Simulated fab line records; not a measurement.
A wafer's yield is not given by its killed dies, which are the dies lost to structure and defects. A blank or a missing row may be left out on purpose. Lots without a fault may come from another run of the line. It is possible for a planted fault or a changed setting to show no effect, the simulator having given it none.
3 desks looking at one fault / flow n5 finfet / numbers are kept per desk, each desk with only its own; the story behind them comes last

== AT THE METROLOGY DESK ==
Lot by lot, what the gauges showed, no matter which tool ran the lot: averages of those sampled wafers that carry a number. Marked OUT: a lot whose mean sits more than 4 standard deviations from the usual mean, which makes it out of limits; the brackets give that distance.
Columns: A = cd nm at N5_MIM_TOP_LITHO_CD_MEAS_08, usual 2000.1 nm; B = MIM_TOP_OVL at N5_MIM_TOP_LITHO_OVL_MEAS_11, usual 5 nm
lot=L804; first seen here=day 11 21:41; A=1999.2; B=19
lot=L810; first seen here=day 14 10:25; A=1999.1; B=5
lot=L816; first seen here=day 15 22:53; A=1998.2; B=-1
lot=L818; first seen here=day 16 00:01; A=2000.2; B=4
lot=L820; first seen here=day 16 19:03; A=1998.3; B=8
lot=L825; first seen here=day 18 22:55; A=1998.7; B=-1
Result from this desk: across the 6 lots, nothing is out of limits.

== THE DEFECT DESK ==
Lot by lot, what the route's inspections counted, given as the mean of those sampled wafers with a number. Marked OUT: a lot whose mean sits more than 4 standard deviations from the usual mean, which makes it out of limits; the brackets give that distance.
Columns: A = raw defect count at N5_MIM_TOP_LITHO_INSPECT_12, usual 1.9
lot=L804; first seen here=day 11 21:44; A=2.0
lot=L810; first seen here=day 14 10:28; A=1.0
lot=L816; first seen here=day 15 22:56; A=2.7
lot=L818; first seen here=day 16 00:04; A=1.7
lot=L820; first seen here=day 16 19:06; A=4.0
lot=L825; first seen here=day 18 22:58; A=1.7
Result from this desk: across the 6 lots, nothing is out of limits.

== AT THE TOOL OWNER'S DESK: rie metal-03 ==
The tool's own readings at N5_MIM_TOP_ETCH_ETCH_00 (etches TiN in Cl2/BCl3, target depth 38.5 nm): means of the sampled wafers that have a number, for each lot that ran on this tool. Marked OUT: a lot whose mean sits more than 4 standard deviations from the usual mean, which makes it out of limits; the brackets give that distance.
Columns: A = bias w at N5_MIM_TOP_ETCH_ETCH_00, usual 126.0 W; B = drypump motor current A at N5_MIM_TOP_ETCH_ETCH_00, usual 5.8 A; C = mfc cl2 sccm at N5_MIM_TOP_ETCH_ETCH_00, usual 53.24 sccm; D = oes_ar_750_au at N5_MIM_TOP_ETCH_ETCH_00, usual 0.78 a.u.; E = oes product au at N5_MIM_TOP_ETCH_ETCH_00, usual 0.78 a.u.; F = rf fwd power W at N5_MIM_TOP_ETCH_ETCH_00, usual 994.8 W; G = throttle valve pct at N5_MIM_TOP_ETCH_ETCH_00, usual 22.7 %
lot=L804; first seen here=day 11 21:56; A=126.1; B=5.7; C=53.31; D=0.85; E=0.85; F=993.3; G=22.5
lot=L810; first seen here=day 14 10:46; A=125.5; B=5.7; C=53.38; D=0.82; E=0.84; F=994.2; G=22.5
lot=L818; first seen here=day 16 00:14; A=126.1; B=6.0; C=53.29; D=0.77; E=0.99; F=995.8; G=22.7
lot=L820; first seen here=day 16 19:16; A=125.8; B=5.4; C=53.30; D=0.85; E=1.19 (+5.4) OUT; F=994.6; G=22.3
This desk's finding: out of limits on L820; first on L820, day 16 19:16 (oes product au at N5_MIM_TOP_ETCH_ETCH_00). L804, L810, L818: within limits.

== ALL TOGETHER ==
On L820, at day 16 19:16, an alarm was possible from the tool owner's desk.
From the metrology desk's view, nothing was out of limits.
Nothing out of limits was seen by the defect desk.
The metrology desk has L820 on record, within its limits.
The defect desk has L820 on record, within its limits.
All the named lots went through N5_MIM_TOP_ETCH_ETCH_00 on rie metal-03.

== WHAT THE SIMULATOR PUT IN ==
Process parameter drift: rie metal-03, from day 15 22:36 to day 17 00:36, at N5_MIM_TOP_ETCH_ETCH_00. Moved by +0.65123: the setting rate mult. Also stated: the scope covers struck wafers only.
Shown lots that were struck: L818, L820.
Time in hours from fault onset to the first out-of-limits reading at each desk: the tool owner's desk, 21.
